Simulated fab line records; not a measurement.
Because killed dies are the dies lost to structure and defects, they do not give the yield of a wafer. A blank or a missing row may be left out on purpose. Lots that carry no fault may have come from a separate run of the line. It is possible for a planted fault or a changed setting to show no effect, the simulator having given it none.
Split-lot experiment -- flow n5Finfet -- route with 1938 steps; 7 lots, 21 wafers read

## ABOUT THE SPLIT
At N5_MOL_CONTACT_COAG_ETCHBACK_136 (etches SiO2 in CHF3, target depth 25 nm, time 16.7 s), the setting targetDepthA was moved away from the recipe's 250 angstrom on 6 of the 21 wafers read, by -12.4% to +8.5%. The other wafers ran this setting at the recipe's value.

## FROM THE SPLIT ON TO THE READING: in between, the file shows 1 step
- N5_MOL_CONTACT_COAG_STRIP_120: strips in CHF3

## THE READING
etch.depthNm (the simulator's own value, which no gauge read), in nm, at N5_MOL_CONTACT_COAG_VIA_ETCH_117 (etches SiO2 in C4F6/O2, target depth 40 nm, overetch 8 nm, time 26 s). No usual value for it is given in the file. Across the 15 wafers here that went through the recipe, the average is 40.09 nm and the standard deviation 0.41 nm.

wafer,"tool, chamber at the split","targetDepthA as run, angstrom",against the recipe,"etch.depthNm, nm",against lot-mates on the recipe
L077.2,"rieDiel-03, 2,3,0",250,recipe,39.4,-
L077.3,"rieDiel-03, 2,3,0",250,recipe,40.55,-
L077.5,"rieDiel-03, 2,3,0",250,recipe,40.4,-
L083.1,"rieDiel-03, 3,0",250,recipe,40.47,-
L083.4,"rieDiel-03, 2",240.1,-4.0%,40.67,+0.18
L083.5,"rieDiel-03, 3,0",250,recipe,40.51,-
L085.1,"rieDiel-03, 3,2,0",250,recipe,40.4,-
L085.2,"rieDiel-03, 3,2,0",250,recipe,39.67,-
L085.4,"rieDiel-03, 3,2,0",250,recipe,40.57,-
L086.3,"rieDiel-04, 0,1,1",250,recipe,39.74,-
L086.4,"rieDiel-04, 0,1,1",250,recipe,39.76,-
L086.6,"rieDiel-04, 0,1,1",250,recipe,39.6,-
L089.1,"rieDiel-03, 0",250,recipe,40.46,-
L089.5,"rieDiel-03, 0,3",271.3,+8.5%,38.47,-1.99
L089.6,"rieDiel-03, 0,3",271.3,+8.5%,38.4,-2.06
L094.2,"rieDiel-03, 2,0",250,recipe,39.58,-
L094.3,"rieDiel-03, 1",237.6,-5.0%,40.56,+0.64
L094.4,"rieDiel-03, 2,0",250,recipe,40.27,-
L095.1,"rieDiel-03, 2",250,recipe,40.04,-
L095.2,"rieDiel-03, 1,2",219.1,-12.4%,42.82,+2.78
L095.6,"rieDiel-03, 1,2",219.1,-12.4%,43,+2.96
When a row names more than one chamber, that row covers several wafers, and the file does not tell which wafer ran in which chamber.

FIT RESULTS
A straight line over all 21 wafers: etch.depthNm changes by -0.209 nm for each +1% of targetDepthA; r = -0.93; the points scatter about the line by 0.4 nm.
The same after taking each lot's own level away (the mean of its wafers on the recipe; 21 wafers): -0.225 nm for each +1%; r = -0.96; scatter 0.34 nm.
That fit puts the effect of the largest move of targetDepthA on the reading at 2.8 nm.
The span of the lots' own levels, 39.700 to 40.490 nm, comes to 1.9 times the standard deviation stated above.
Hence the lot-to-lot level has little effect on the slope; both slopes agree.
Check: +2.69 nm against its lot-mates is what the line predicts for one of the wafers moved furthest among these (-12.4%) when that wafer is left out of the fit. It came out at +2.78 nm against them.

## THE WHOLE CHAIN: every reading that the file lists as answering this split, in the file's order
step,what it does,reading,change (the file's fit),r (the file's)
N5_MOL_CONTACT_COAG_VIA_ETCH_117,"etches SiO2 in C4F6/O2, target depth 40 nm, overetch 8 nm, time 26 s","MOL_CONTACT_COAG.featureDepthNm (the simulator's own value, which no gauge read)",-0.214 nm for each +1% of the setting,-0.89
N5_MOL_CONTACT_COAG_VIA_ETCH_117,"etches SiO2 in C4F6/O2, target depth 40 nm, overetch 8 nm, time 26 s","etch.depthNm (the simulator's own value, which no gauge read)",-0.213 nm for each +1% of the setting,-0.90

## THE FILE'S OWN FIT
etch.depthNm changes by -0.213 nm for each +1% of targetDepthA, r = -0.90.
